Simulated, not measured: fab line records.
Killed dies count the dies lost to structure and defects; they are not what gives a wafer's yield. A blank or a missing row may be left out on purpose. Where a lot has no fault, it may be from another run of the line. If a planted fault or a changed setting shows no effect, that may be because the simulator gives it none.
2 desks, one fault    flow n5Finfet    what lay behind the numbers comes last; until then each desk has only its own

== AT THE TOOL OWNER'S DESK: rieSi-02 ==
The tool's own readings at N5_FIN_SAQP_ETCH_65 (etches SiO2 in CF4, target depth 4 nm, time 4.4 s): means of the sampled wafers that have a number, for each lot that ran on this tool. Marked OUT: a lot whose mean sits more than 4 standard deviations from the usual mean, which makes it out of limits; the brackets give that distance.
Columns: A = drypumpMotorCurrentA at N5_FIN_SAQP_ETCH_65, usual 5.5 A; B = oesProductAu at N5_FIN_SAQP_ETCH_65, usual 1.007 a.u.; C = throttleValvePct at N5_FIN_SAQP_ETCH_65, usual 21.70 %
lot   first seen here  A    B      C
L521  day 4 18:40      5.3  1.007  21.68
L526  day 6 01:13      5.8  1.026  21.59
L529  day 6 18:43      5.6  1.018  21.62
Result from this desk: across the 3 lots, nothing is out of limits.

== THE METROLOGY DESK ==
Lot by lot, what the gauges showed, no matter which tool ran the lot: averages of those sampled wafers that carry a number. Marked OUT: a lot whose mean sits more than 4 standard deviations from the usual mean, which makes it out of limits; the brackets give that distance.
Columns: A = cdNm at N5_FIN_SAQP_CD_MEAS_27, usual 20.29 nm
lot   first seen here  A
L517  day 3 18:48      20.20
L521  day 4 18:31      20.55
L526  day 6 01:04      20.25
L529  day 6 18:34      20.32
L532  day 7 12:08      20.06
L533  day 7 18:28      20.26
Result from this desk: across the 6 lots, nothing is out of limits.

== BROUGHT TOGETHER ==
The tool owner's desk saw nothing out of limits.
From the metrology desk's view, nothing was out of limits.

== WHAT THE SIMULATOR HAD PUT IN ==
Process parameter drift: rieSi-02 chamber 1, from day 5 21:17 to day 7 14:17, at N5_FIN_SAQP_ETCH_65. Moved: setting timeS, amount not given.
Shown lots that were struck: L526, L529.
